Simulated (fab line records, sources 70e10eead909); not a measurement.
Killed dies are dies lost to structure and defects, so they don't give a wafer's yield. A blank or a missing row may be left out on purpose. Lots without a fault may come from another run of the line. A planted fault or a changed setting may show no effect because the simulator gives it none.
One fault seen from 2 desks | flow nand_harc | each desk has only its own numbers; what lay behind them comes last

THE METROLOGY DESK
What the gauges read, lot by lot, whatever tool the lot ran on: means of the sampled wafers that have a number. A lot is out of limits, marked OUT, if its mean lies more than 4 standard deviations from the usual mean; the brackets give that distance.
Columns: A = cd_nm at NHARC_A_M0_CD_MEAS_16, usual 80.1 nm
lot  | first seen here | A
L268 | day 22 04:58    | 80.3
L271 | day 23 10:08    | 79.9
L273 | day 24 18:55    | 80.2
L275 | day 25 17:37    | 80.6
L274 | day 25 23:48    | 81.1
L279 | day 26 23:00    | 79.9
L281 | day 28 18:35    | 80.2
L284 | day 28 21:56    | 80.4
L285 | day 29 23:46    | 79.6
L287 | day 30 10:49    | 79.6
L288 | day 30 17:26    | 79.8
L286 | day 30 17:43    | 80.0
L289 | day 31 03:14    | 80.0
L291 | day 31 19:16    | 78.8
This desk's finding: nothing out of limits on any of the 14 lots.

THE TOOL OWNER'S DESK: pvd_sputter-02
The tool's own readings at NHARC_A_M0_PVD_21 (deposits Cu, target thk 30 nm, time 20.49 s): means of the sampled wafers that have a number, for each lot that ran on this tool. A lot is out of limits, marked OUT, if its mean lies more than 4 standard deviations from the usual mean; the brackets give that distance.
Columns: A = cathode_dc_power_W at NHARC_A_M0_PVD_21, usual 5000.0 W; B = chamber_pressure_pa at NHARC_A_M0_PVD_21, usual 5.000 Pa; C = throttle_valve_pct at NHARC_A_M0_PVD_21, usual 30.0 %
lot  | first seen here | A      | B     | C
L268 | day 22 05:50    | 4999.9 | 4.992 | 29.9
L274 | day 26 00:38    | 5000.0 | 4.993 | 28.9
L279 | day 26 23:55    | 5000.1 | 4.991 | 30.7
L285 | day 30 00:37    | 5000.5 | 4.998 | 31.0
L288 | day 30 18:16    | 4999.8 | 5.008 | 30.3
This desk's finding: nothing out of limits on any of the 5 lots.

PUT TOGETHER
The metrology desk saw nothing out of limits.
The tool owner's desk saw nothing out of limits.

WHAT THE SIMULATOR HAD PUT IN
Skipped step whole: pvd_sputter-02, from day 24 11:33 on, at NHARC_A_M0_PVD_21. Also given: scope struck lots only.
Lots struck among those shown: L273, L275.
